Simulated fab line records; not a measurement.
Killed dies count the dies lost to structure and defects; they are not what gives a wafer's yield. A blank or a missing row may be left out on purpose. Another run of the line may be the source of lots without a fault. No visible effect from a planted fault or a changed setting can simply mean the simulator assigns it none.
fab line records -- flow n5-finfet -- part 1 of 2: steps 1 to 42 of 44
record: lots: 5, wafers: 14, last-day: 15
route steps=1938 shown PMOS_HMC_CHANNEL_EPI@86 FIN_SAQP@90 BEOL_M4@1111 PASSIVATION@1936
lots that met no fault: from a run of the same line without faults
start-h: hours from the record's first day to the start of the lot's first wafer shown -- wait-h: hours since the lot's step before -- " the same as in the row above -- L1.1+2: one row covering several wafers at once -- - either no value or no given start -- * or withheld: withheld -- < > ~ a bound
route shown NAME@n: names a module that has steps shown in the file, with the first one's number in the route -- usual: mean/standard deviation of fault-free wafers -- same: alike in all rows -- chamber/n: place in a boat -- sites: readings site by site -- _std_site: the standard deviation of these -- _edge_site: mean of outer sites minus mean of inner sites -- radius-mm: for every site, how far away it sits from the centre of the wafer -- mask NAME#n: copy n -- behind: the tool/chamber that last shaped the wafer -- hold: the reason the lot was held/the length of the hold in hours/how it ended -- device: the transistor (n, p or np) that didn't switch -- end of line: the tests these same wafers got at the end of their route -- step lacking rows: just its recipe -- killed: count of dies lost to structure and defects at first sort (not the wafer's yield) -- map: per-die view of a wafer (x killed, . not killed, _ where there is no die)
set.NAME: the run value of the setting; set.NAME@STEP: its run value at that earlier step -- model.NAME: the simulator's own value behind a step, which no gauge read
lots seen at some steps along the route; tables by step, rows by wafer
services: when a tool's chamber went out of use (start-h, in hours from the record's first day, below 0 if earlier), for how many hours, and the reason
== steps ==
step: N5_PMOS_HMC_CHANNEL_EPI_SRD_25
recipe: dry: ipa-marangoni, do-ppb: 5, time-s: 30, temp-c: 23, rinse-liquid: diw
step: N5_PMOS_HMC_CHANNEL_EPI_EPI_26
recipe: material: Si, target-thk-a: 38, temp-c: 650, precursor: SiH4/H2, pressure-torr: 20, time-s: 22.7
step: N5_PMOS_HMC_CHANNEL_EPI_INSPECT_30
recipe: inspect-instrument: darkfield, mode: post-epi
usual: raw-defect-count: 19/6.4
lot.wafer,tool,chamber,start-h,wait-h,raw-defect-count
L254.3,defect-inspect-02,-,39.46,0.0,26
L254.4,defect-inspect-02,-,39.46,0.0,15
L254.5,defect-inspect-02,-,39.46,0.0,26
L260.2,defect-inspect-01,-,74.95,0.0,19
L260.5,defect-inspect-01,-,74.95,0.0,24
L260.6,defect-inspect-01,-,74.95,0.0,15
L261.2,defect-inspect-01,-,80.54,0.0,19
L261.4,defect-inspect-01,-,80.54,0.0,20
L261.5,defect-inspect-01,-,80.54,0.0,22
L262.2,defect-inspect-02,-,86.29,0.0,19
L262.3,defect-inspect-02,-,86.29,0.0,25
L262.6,defect-inspect-02,-,86.29,0.0,17
L266.1,defect-inspect-01,-,111.74,0.0,17
L266.5,defect-inspect-01,-,111.74,0.0,23
step: N5_FIN_SAQP_PRECLEAN_42
recipe: chemistry: O3/DIW, time-s: 60, temp-c: 22, o3-ppm: 10
step: N5_FIN_SAQP_PRECLEAN_00
recipe: chemistry: SC1, time-s: 60, temp-c: 55, mix: 1:2:50
step: N5_FIN_SAQP_PRECLEAN_44
recipe: chemistry: SC2, time-s: 45, temp-c: 35, mix: 1:1:50
step: N5_FIN_SAQP_SRD_01
recipe: dry: ipa-marangoni, time-s: 30, temp-c: 23, rinse-liquid: diw
step: N5_FIN_SAQP_ALD_61
recipe: material: SiO2, target-thk-a: 40, temp-c: 300, ald-precursor-family: BDEAS, ald-co-reactant: O2-plasma, pulse-time-s: 1, purge-time-s: 2, co-reactant-purge-time-s: 2, ald-cycles: 43, pressure-torr: 2
step: N5_FIN_SAQP_DENSIFY_62
recipe: temp-c: 700, time-s: 60, ambient: N2, idle-temp-c: 600, ramp-up-c-per-s: 150, ramp-down-c-per-s: 60, cool-to-c: 600
step: N5_FIN_SAQP_HM_DEP_03
recipe: material: SiNx, target-thk-a: 380, temp-c: 400, precursor: SiH4/NH3/N2, pressure-torr: 1.5, rf-w: 300, time-s: 33.6
usual: heater-power-w: 762/120, showerhead-plenum-p-Torr: 5.14/0.085, throttle-valve-pct: 39.6/2.6
lot.wafer,tool,chamber,start-h,wait-h,heater-power-w,showerhead-plenum-p-Torr,throttle-valve-pct
L254.3,pecvd-04,2,40.75,0.1,793,5.20,42.4
L254.4,pecvd-04,2,40.75,0.1,803,5.21,42.5
L254.5,pecvd-04,1,40.75,0.1,694,5.03,38.8
L260.2,pecvd-01,0,76.45,0.2,748,5.15,38.0
L260.5,pecvd-01,2,76.45,0.2,845,5.03,36.8
L260.6,pecvd-01,1,76.45,0.2,940,5.30,43.0
L261.2,pecvd-04,1,81.08,0.2,739,5.04,38.7
L261.4,pecvd-04,2,81.08,0.2,829,5.20,42.5
L261.5,pecvd-04,0,81.08,0.2,643,5.15,37.0
L262.2,pecvd-04,1,87.08,0.3,706,5.03,38.8
L262.3,pecvd-04,0,87.08,0.3,658,5.15,37.3
L262.6,pecvd-04,0,87.08,0.3,660,5.16,37.0
L266.1,pecvd-01,1,112.72,0.2,1012,5.30,43.0
L266.5,pecvd-01,0,112.72,0.2,735,5.15,38.3
step: N5_FIN_SAQP_THK_MEAS_05
usual: thk-nm: 38.1/0.46
lot.wafer,tool,chamber,start-h,wait-h,thk-nm
L254.3,film-metro-02,-,40.83,0.1,37.7
L254.4,film-metro-02,-,40.83,0.1,38.5
L254.5,film-metro-02,-,40.83,0.1,37.7
L260.2,film-metro-01,-,76.54,0.1,37.6
L260.5,film-metro-01,-,76.54,0.1,38.3
L260.6,film-metro-01,-,76.54,0.1,37.9
L261.2,film-metro-01,-,81.17,0.1,37.7
L261.4,film-metro-01,-,81.17,0.1,38.4
L261.5,film-metro-01,-,81.17,0.1,38.6
L262.2,film-metro-02,-,87.16,0.1,38.0
L262.3,film-metro-02,-,87.16,0.1,37.9
L262.6,film-metro-02,-,87.16,0.1,38.3
L266.1,film-metro-02,-,112.80,0.1,37.4
L266.5,film-metro-02,-,112.80,0.1,38.9
step: N5_FIN_SAQP_PECVD_47
recipe: material: a-Si, target-thk-a: 450, temp-c: 400, precursor: SiH4/He, pressure-torr: 3, rf-w: 100, time-s: 36.3
usual: heater-power-w: 839/100, run-length-s: 72.8/0.52, showerhead-plenum-p-Torr: 5.67/0.052, throttle-valve-pct: 18.4/1.3
lot.wafer,tool,chamber,start-h,wait-h,heater-power-w,run-length-s,showerhead-plenum-p-Torr,throttle-valve-pct,model.a-Si_of_FIN_SAQP_PECVD_47.thk-nm
L254.3,pecvd-03,2,40.89,0.1,825,73.2,5.61,16.7,44.51
L254.4,pecvd-03,1,40.89,0.1,889,73.1,5.72,20.2,44.97
L254.5,pecvd-03,2,40.89,0.1,823,73.1,5.63,16.9,44.89
L260.2,pecvd-03,0,76.57,0.0,718,72.2,5.66,18.2,43.45
L260.5,pecvd-03,1,76.57,0.0,979,73.5,5.69,20.4,44.99
L260.6,pecvd-03,2,76.57,0.0,875,73.2,5.62,17.0,45.36
L261.2,pecvd-03,1,81.21,0.0,941,73.1,5.70,20.5,44.57
L261.4,pecvd-03,0,81.21,0.0,713,72.4,5.66,18.4,44.46
L261.5,pecvd-03,1,81.21,0.0,944,73.8,5.70,20.3,45.36
L262.2,pecvd-03,2,87.20,0.0,765,72.9,5.62,17.1,44.02
L262.3,pecvd-03,0,87.20,0.0,725,72.5,5.67,18.2,43.19
L262.6,pecvd-03,2,87.20,0.0,767,73.0,5.62,16.8,44.53
L266.1,pecvd-03,0,112.84,0.0,773,63.2,5.67,18.3,32.7
L266.5,pecvd-03,1,112.84,0.0,943,73.2,5.70,20.1,44.83
step: N5_FIN_SAQP_PECVD_48
recipe: material: SiNx, target-thk-a: 250, temp-c: 400, precursor: SiH4/NH3/N2, pressure-torr: 1.5, rf-w: 300, time-s: 22.1
usual: heater-power-w: 771/120, showerhead-plenum-p-Torr: 5.14/0.068, throttle-valve-pct: 40.4/3
lot.wafer,tool,chamber,start-h,wait-h,heater-power-w,showerhead-plenum-p-Torr,throttle-valve-pct
L254.3,pecvd-03,2,40.95,0.0,745,5.09,37.0
L254.4,pecvd-03,1,40.95,0.0,796,5.18,44.5
L254.5,pecvd-03,2,40.95,0.0,747,5.08,37.3
L260.2,pecvd-03,0,76.61,0.0,583,5.13,40.4
L260.5,pecvd-03,1,76.61,0.0,762,5.19,44.9
L260.6,pecvd-03,2,76.61,0.0,783,5.08,37.2
L261.2,pecvd-03,1,81.25,0.0,921,5.17,44.6
L261.4,pecvd-03,0,81.25,0.0,596,5.14,40.1
L261.5,pecvd-03,1,81.25,0.0,904,5.16,44.4
L262.2,pecvd-03,2,87.24,0.0,723,5.07,37.0
L262.3,pecvd-03,0,87.24,0.0,646,5.14,40.2
L262.6,pecvd-03,2,87.24,0.0,736,5.08,36.9
L266.1,pecvd-03,0,112.88,0.0,569,5.14,40.4
L266.5,pecvd-03,1,112.88,0.0,919,5.18,44.6
step: N5_FIN_SAQP_PECVD_06
recipe: material: a-Si, target-thk-a: 600, temp-c: 400, precursor: SiH4/He, pressure-torr: 3, rf-w: 100, time-s: 48.1
step: N5_FIN_SAQP_THK_MEAS_07
usual: thk-nm: 59.8/0.81
lot.wafer,tool,chamber,start-h,wait-h,thk-nm
L254.3,film-metro-02,-,41.11,0.1,58.7
L254.4,film-metro-02,-,41.11,0.1,59.8
L254.5,film-metro-02,-,41.11,0.1,58.2
L260.2,film-metro-01,-,76.74,0.1,60.0
L260.5,film-metro-01,-,76.74,0.1,61.0
L260.6,film-metro-01,-,76.74,0.1,59.8
L261.2,film-metro-02,-,81.38,0.1,59.4
L261.4,film-metro-02,-,81.38,0.1,61.2
L261.5,film-metro-02,-,81.38,0.1,61.1
L262.2,film-metro-01,-,87.39,0.1,58.3
L262.3,film-metro-01,-,87.39,0.1,59.5
L262.6,film-metro-01,-,87.39,0.1,59.5
L266.1,film-metro-02,-,113.01,0.1,59.1
L266.5,film-metro-02,-,113.01,0.1,59.7
step: N5_FIN_SAQP_HM_DEP_72
recipe: material: SiO2, target-thk-a: 120, temp-c: 400, precursor: SiH4/N2O, pressure-torr: 0.75, rf-w: 275, time-s: 7.2
step: N5_FIN_SAQP_COAT_49
recipe: resist: SOC, temp-c: 250, time-s: 60, spin-rpm: 1500, resist-thk-nm: 100
step: N5_FIN_SAQP_COAT_50
recipe: resist: SiARC, temp-c: 220, time-s: 60, spin-rpm: 1500, resist-thk-nm: 35
step: N5_FIN_SAQP_COAT_10
recipe: resist: CAR-ArF, spin-rpm: 1500, resist-thk-nm: 90
step: N5_FIN_SAQP_EBR_12
recipe: solvent: PGMEA, ebr-width-mm: 1.5
step: N5_FIN_SAQP_SOFTBAKE_11
recipe: temp-c: 110, time-s: 60, resist: CAR-ArF
step: N5_FIN_SAQP_EXPOSE_13
recipe: mask-id: FIN_CORE, na: 1.35, source-shape: dipole, sigma-inner: 0.538, sigma-outer: 0.738, polarization: te, target-cd-nm: 35.6, dose-mj: 63.25
step: N5_FIN_SAQP_PEB_14
recipe: peb-temp-c: withheld, peb-time-s: 60, resist: CAR-ArF
step: N5_FIN_SAQP_DEVELOP_15
recipe: develop-time-s: 30, developer: TMAH, resist: CAR-ArF, dev-temp-c: 23, rinse-liquid: diw, dry: air-spin
step: N5_FIN_SAQP_CD_MEAS_16
recipe: target-cd-nm: 35.6, landing-energy-ev: 500, detector: se-inlens
usual: cd-nm: 35.58/0.27
lot.wafer,tool,chamber,start-h,wait-h,cd-nm
L254.3,cd-sem-03,0,41.62,-,35.61
L254.4,cd-sem-03,0,41.62,-,35.76
L254.5,cd-sem-03,0,41.62,-,35.28
L260.2,cd-sem-01,0,77.10,-,35.36
L260.5,cd-sem-01,0,77.10,-,35.75
L260.6,cd-sem-01,0,77.10,-,35.71
L261.2,cd-sem-02,0,81.86,-,35.41
L261.4,cd-sem-02,0,81.86,-,35.62
L261.5,cd-sem-02,0,81.86,-,35.48
L262.2,cd-sem-03,0,87.87,-,35.62
L262.3,cd-sem-03,0,87.87,-,35.38
L262.6,cd-sem-03,0,87.87,-,35.53
L266.1,cd-sem-02,0,113.37,-,35.83
L266.5,cd-sem-02,0,113.37,-,35.72
step: N5_FIN_SAQP_OVL_MEAS_17
recipe: points-per-wafer: 44
usual: FIN_CORE_OVL: -0.3/0.77
lot.wafer,tool,chamber,start-h,wait-h,FIN_CORE_OVL[nm]
L254.3,overlay-02,0,41.66,0.0,-0.7
L254.4,overlay-02,0,41.66,0.0,-0.2
L254.5,overlay-02,0,41.66,0.0,0.0
L260.2,overlay-01,0,77.14,0.0,-0.1
L260.5,overlay-01,0,77.14,0.0,-0.2
L260.6,overlay-01,0,77.14,0.0,-1.1
L261.2,overlay-01,0,81.90,0.0,0.6
L261.4,overlay-01,0,81.90,0.0,-1.5
L261.5,overlay-01,0,81.90,0.0,-0.5
L262.2,overlay-02,0,87.91,0.0,-1.0
L262.3,overlay-02,0,87.91,0.0,-0.8
L262.6,overlay-02,0,87.91,0.0,-1.5
L266.1,overlay-02,0,113.41,0.0,0.4
L266.5,overlay-02,0,113.41,0.0,0.5
step: N5_FIN_SAQP_INSPECT_18
recipe: mode: adi, inspect-instrument: brightfield
usual: raw-defect-count: 434/140
lot.wafer,tool,chamber,start-h,wait-h,raw-defect-count
L254.3,defect-inspect-02,-,41.68,0.0,509
L254.4,defect-inspect-02,-,41.68,0.0,527
L254.5,defect-inspect-02,-,41.68,0.0,496
L260.2,defect-inspect-01,-,77.17,0.0,380
L260.5,defect-inspect-01,-,77.17,0.0,574
L260.6,defect-inspect-01,-,77.17,0.0,500
L261.2,defect-inspect-01,-,81.92,0.0,197
L261.4,defect-inspect-01,-,81.92,0.0,349
L261.5,defect-inspect-01,-,81.92,0.0,216
L262.2,defect-inspect-02,-,87.93,0.0,589
L262.3,defect-inspect-02,-,87.93,0.0,501
L262.6,defect-inspect-02,-,87.93,0.0,709
L266.1,defect-inspect-02,-,113.44,0.0,570
L266.5,defect-inspect-02,-,113.44,0.0,440
step: N5_FIN_SAQP_DESCUM_21
recipe: chemistry: O2, time-s: 7.9, source-power-w: 50, bias-power-w: 20, pressure-mtorr: 20, rf-frequency-hz: 2.712e+07, temp-c: 40, resist: CAR-ArF, o2-flow-sccm: 225
usual: drypump-motor-current-A: 5.7/0.47, oes-product-au: 0.76/0.071, rf-vpp-V: 244.3/1, showerhead-plenum-p-Torr: 2.17/0.039, throttle-valve-pct: 20.41/0.27
lot.wafer,tool,chamber,start-h,wait-h,drypump-motor-current-A,oes-product-au,rf-hours-counter-h,rf-vpp-V,showerhead-plenum-p-Torr,throttle-valve-pct
L254.3,rie-diel-01,0,41.81,0.1,6.3,0.78,131,244.9,2.19,20.27
L254.4,rie-diel-01,1,41.81,0.1,5.7,0.84,59,243.5,2.22,20.28
L254.5,rie-diel-01,1,41.81,0.1,5.7,0.83,-,245.6,2.22,20.27
L260.2,rie-diel-03,3,77.20,0.0,5.3,0.74,152,243.8,2.18,20.38
L260.5,rie-diel-03,0,77.20,0.0,5.9,1.00,-,246.5,2.23,20.22
L260.6,rie-diel-03,3,77.20,0.0,5.3,0.74,-,243.4,2.18,20.36
L261.2,rie-diel-01,1,81.96,0.0,5.7,0.82,71,244.9,2.21,20.32
L261.4,rie-diel-01,2,81.96,0.0,5.2,0.71,226,243.4,2.16,20.97
L261.5,rie-diel-01,0,81.96,0.0,6.4,0.77,-,244.2,2.19,20.30
L262.2,rie-diel-01,2,89.04,1.1,5.2,0.69,229,244.8,2.16,20.97
L262.3,rie-diel-01,3,89.04,1.1,6.4,0.75,172,244.4,2.15,20.19
L262.6,rie-diel-01,0,89.04,1.1,6.4,0.77,-,244.8,2.19,20.31
L266.1,rie-diel-05,3,113.47,0.0,5.7,0.68,220,242.1,2.07,20.79
L266.5,rie-diel-05,1,113.47,0.0,5.1,0.77,-,243.9,2.10,20.04
step: N5_FIN_SAQP_ETCH_51
recipe: chemistry: CF4, target: SiARC, target-depth-a: 455, mask-material: CAR-ArF, time-s: 75.8, ion-energy-ev: 80, pressure-mtorr: 40, source-w: 545, bias-w: 36, Ar_flow_sccm: 100, cf4-flow-sccm: 100, ends: cleared
step: N5_FIN_SAQP_ETCH_52
recipe: chemistry: N2/H2, target: SOC, target-depth-a: 1000, overetch-a: 200, mask-material: SiARC, temp-c: 40, time-s: 150, ion-energy-ev: 200, pressure-mtorr: 30, source-w: 840, bias-w: 150, n2-flow-sccm: 200, h2-flow-sccm: 200, ends: end-point
step: N5_FIN_SAQP_STRIP_53
recipe: chemistry: N2/H2, temp-c: 40, n2-flow-sccm: 200, h2-flow-sccm: 200, rf-frequency-hz: 6e+07
step: N5_FIN_SAQP_HM_OPEN_73
recipe: chemistry: CHF3/O2, target: SiO2, stop-on: a-Si, target-depth-a: 120, over-etch-frac: 1.8, mask-material: SOC, time-s: 16.8, pressure-mtorr: 30, source-w: 650, bias-w: 170, Ar_flow_sccm: 200, CHF3_flow_sccm: 50, O2_flow_sccm: 5, ion-energy-ev: 200, ends: end-point
usual: CHF3_flow_sccm: 50.00/0.14, drypump-motor-current-A: 5.7/0.47, mfc-ar-sccm: 200.1/0.58, oes-product-au: 0.45/0.039, rf-vpp-V: 525/5.2, showerhead-plenum-p-Torr: 2.49/0.042, throttle-valve-pct: 18.82/0.25
lot.wafer,tool,chamber,start-h,wait-h,CHF3_flow_sccm,drypump-motor-current-A,mfc-ar-sccm,oes-product-au,rf-hours-counter-h,rf-vpp-V,showerhead-plenum-p-Torr,throttle-valve-pct
L254.3,rie-diel-01,0,42.01,0.0,50.24,6.4,200.1,0.46,131,524,2.53,18.69
L254.4,rie-diel-01,1,42.01,0.0,49.95,5.7,200.3,0.50,59,523,2.53,18.58
L254.5,rie-diel-01,1,42.01,0.0,50.13,5.7,200.5,0.50,-,521,2.53,18.58
L260.2,rie-diel-03,3,77.40,0.0,49.91,5.2,199.5,0.45,152,523,2.50,18.75
L260.5,rie-diel-03,0,77.40,0.0,50.04,5.8,199.4,0.59,-,538,2.57,18.65
L260.6,rie-diel-03,3,77.40,0.0,49.89,5.3,200.9,0.44,-,523,2.50,18.76
L261.2,rie-diel-01,1,82.16,0.0,49.79,5.7,200.5,0.49,71,522,2.53,18.60
L261.4,rie-diel-01,2,82.16,0.0,50.00,5.2,200.2,0.43,227,525,2.48,19.34
L261.5,rie-diel-01,0,82.16,0.0,50.02,6.4,200.3,0.46,-,524,2.53,18.73
L262.2,rie-diel-01,2,89.24,0.0,49.76,5.2,200.6,0.42,229,524,2.48,19.29
L262.3,rie-diel-01,3,89.24,0.0,50.09,6.3,199.7,0.45,172,533,2.50,18.79
L262.6,rie-diel-01,0,89.24,0.0,50.24,6.4,200.7,0.46,-,526,2.52,18.73
L266.1,rie-diel-05,3,113.67,0.0,49.99,5.7,199.4,0.41,220,532,2.39,19.20
L266.5,rie-diel-05,1,113.67,0.0,49.99,5.1,200.3,0.47,-,510,2.40,18.36
step: N5_FIN_SAQP_STRIP_74
recipe: chemistry: CHF3/O2, resist: SiARC, rf-frequency-hz: 6e+07
step: N5_FIN_SAQP_MANDREL_ETCH_22
recipe: target-depth-a: 600, chemistry: HBr/Cl2, target: a-Si, stop-on: SiNx, bt-time-s: 10, over-etch-frac: 0.5, time-s: 30, pressure-mtorr: 10, icp-w: 800, bias-w: 75, HBr_flow_sccm: 150, Cl2_flow_sccm: 80, ends: end-point
step: N5_FIN_SAQP_STRIP_55
recipe: chemistry: N2/H2, power-w: 500, temp-c: 40, pressure-mtorr: 50, rf-frequency-hz: 6e+07, overash-fraction: 0.3, bias-power-w: 28, h2-frac: 0.5, n2-flow-sccm: 300, h2-flow-sccm: 300
step: N5_FIN_SAQP_STRIP_23
recipe: chemistry: SPM, time-s: 750, temp-c: 130, h2so4-h2o2-vol-ratio: 4
step: N5_FIN_SAQP_SRD_66
recipe: dry: ipa-marangoni, time-s: 30, temp-c: 23, rinse-liquid: diw
step: N5_FIN_SAQP_RECESS_75
recipe: chemistry: HF/NH3, target: SiO2, target-depth-a: 144, afs-cycles: 3, temp-c: 30, sublimation-temp-c: 180, sublimation-time-s: 60
step: N5_FIN_SAQP_SPACER1_ALD_24
recipe: material: SiO2, target-thk-a: 203, temp-c: 300, ald-precursor-family: BDEAS, ald-co-reactant: O2-plasma, pulse-time-s: 1, purge-time-s: 2, co-reactant-purge-time-s: 2, ald-cycles: 218, pressure-torr: 2
step: N5_FIN_SAQP_SPACER1_ETCHBACK_25
recipe: chemistry: CHF3/O2, mode: anisotropic-etchback, target: SiO2, target-depth-a: 244, time-s: 12.2, pressure-mtorr: 30, source-w: 650, bias-w: 170, Ar_flow_sccm: 200, CHF3_flow_sccm: 50, O2_flow_sccm: 5, ion-energy-ev: 200
step: N5_FIN_SAQP_MANDREL1_REMOVE_56
recipe: chemistry: HBr/Cl2/O2, bt-time-s: 10, target: a-Si, stop-on: SiNx, endpoint: OES-SiCl, over-etch-frac: 1, icp-w: 600, bias-w: 22, HBr_flow_sccm: 150, Cl2_flow_sccm: 80, O2_flow_sccm: 5, pressure-mtorr: 10
usual: drypump-motor-current-A: 5.8/0.48, he-backside-leak-sccm: 2.8/0.41, oes-product-au: 0.992/0.017, throttle-valve-pct: 36.7/0.46
lot.wafer,tool,chamber,start-h,wait-h,drypump-motor-current-A,he-backside-leak-sccm,oes-product-au,rf-hours-counter-h,throttle-valve-pct
L254.3,rie-si-01,3,43.71,0.1,5.7,2.7,0.987,33,37.0
L254.4,rie-si-01,0,43.71,0.1,5.6,3.3,0.983,3,36.4
L254.5,rie-si-01,1,43.71,0.1,6.5,2.5,0.992,-,36.3
L260.2,rie-si-01,1,79.46,0.1,6.5,2.5,0.983,7,36.4
L260.5,rie-si-01,2,79.46,0.1,5.6,2.5,0.969,-,37.1
L260.6,rie-si-01,3,79.46,0.1,5.7,2.6,0.989,-,37.0
L261.2,rie-si-05,0,83.85,0.1,4.9,2.7,1.028,12,37.2
L261.4,rie-si-05,1,83.85,0.1,6.2,2.5,0.991,63,35.8
L261.5,rie-si-05,3,83.85,0.1,5.3,2.9,0.994,-,37.0
L262.2,rie-si-05,2,92.07,0.1,6.0,3.2,1.004,87,37.0
L262.3,rie-si-05,1,92.07,0.1,6.2,2.5,0.989,63,35.8
L262.6,rie-si-05,0,92.07,0.1,5.0,2.7,1.023,-,37.2
L266.1,rie-si-06,2,115.71,0.1,5.6,2.5,0.991,3,36.2
L266.5,rie-si-06,0,115.71,0.1,6.4,2.6,1.024,-,37.1
step: N5_FIN_SAQP_MANDREL_ETCH_58
recipe: chemistry: HBr/Cl2, target: a-Si, target-depth-a: 450, bt-time-s: 10, stop-on: SiNx, mask-material: SiO2, over-etch-frac: 0.8, time-s: 27, pressure-mtorr: 10, icp-w: 800, bias-w: 75, HBr_flow_sccm: 150, Cl2_flow_sccm: 80, ends: end-point
usual: drypump-motor-current-A: 5.6/0.5, he-backside-leak-sccm: 2.8/0.37, oes-product-au: 0.694/0.011, throttle-valve-pct: 35.6/0.46
lot.wafer,tool,chamber,start-h,wait-h,drypump-motor-current-A,he-backside-leak-sccm,oes-product-au,rf-hours-counter-h,throttle-valve-pct,model.etch.depth-nm
L254.3,rie-si-05,0,44.01,0.0,4.9,2.5,0.712,11,36.1,44.51
L254.4,rie-si-05,1,44.01,0.0,6.3,2.5,0.692,62,34.7,44.97
L254.5,rie-si-05,0,44.01,0.0,4.9,2.7,0.705,-,36.1,44.89
L260.2,rie-si-06,2,79.76,0.0,5.7,2.3,0.682,3,35.1,43.45
L260.5,rie-si-06,3,79.76,0.0,5.5,2.5,0.692,-,36.0,44.99
L260.6,rie-si-06,2,79.76,0.0,5.7,2.3,0.688,-,35.0,45.36
L261.2,rie-si-01,3,84.15,0.0,5.7,2.5,0.697,34,35.9,44.57
L261.4,rie-si-01,1,84.15,0.0,6.5,2.5,0.678,7,35.2,44.46
L261.5,rie-si-01,3,84.15,0.0,5.7,2.5,0.703,-,35.9,45.36
L262.2,rie-si-06,1,92.78,0.0,4.9,3.0,0.676,121,35.4,44.02
L262.3,rie-si-06,2,92.78,0.0,5.7,2.4,0.682,3,35.1,43.19
L262.6,rie-si-06,3,92.78,0.0,5.4,2.5,0.689,-,36.0,44.53
L266.1,rie-si-01,1,116.15,0.0,6.5,2.6,0.577,8,35.4,32.7
L266.5,rie-si-01,3,116.15,0.0,5.7,2.5,0.692,-,35.9,44.83
== key ==
first-sign: step: N5_FIN_SAQP_PECVD_47, reading: run-length-s, direction: down, sigmas: 18, usual: *, struck: *
effect: step: N5_FIN_SAQP_MANDREL_ETCH_58, reading: oes-product-au, direction: down, sigmas: 11, usual: 0.694, struck: 0.577
model-effect: step: N5_FIN_SAQP_PECVD_47, value: a-Si_of_FIN_SAQP_PECVD_47.thk-nm, without: 44.01, struck: 32.7
model-effect: step: N5_FIN_SAQP_MANDREL_ETCH_58, value: etch.depth-nm, without: 44.01, struck: 32.7
met-at N5_FIN_SAQP_PECVD_47
struck-wafers L266.1
onset-between 87.20 112.84
fault: kind: process-parameter-drift, tool: pecvd-03, chamber: -, onset-h: 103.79, steps: N5_FIN_SAQP_PECVD_47, channel: time-s, offset: *, shape: step, end-h: 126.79, scope: struck-wafers-only, acts-in: *, stated: *
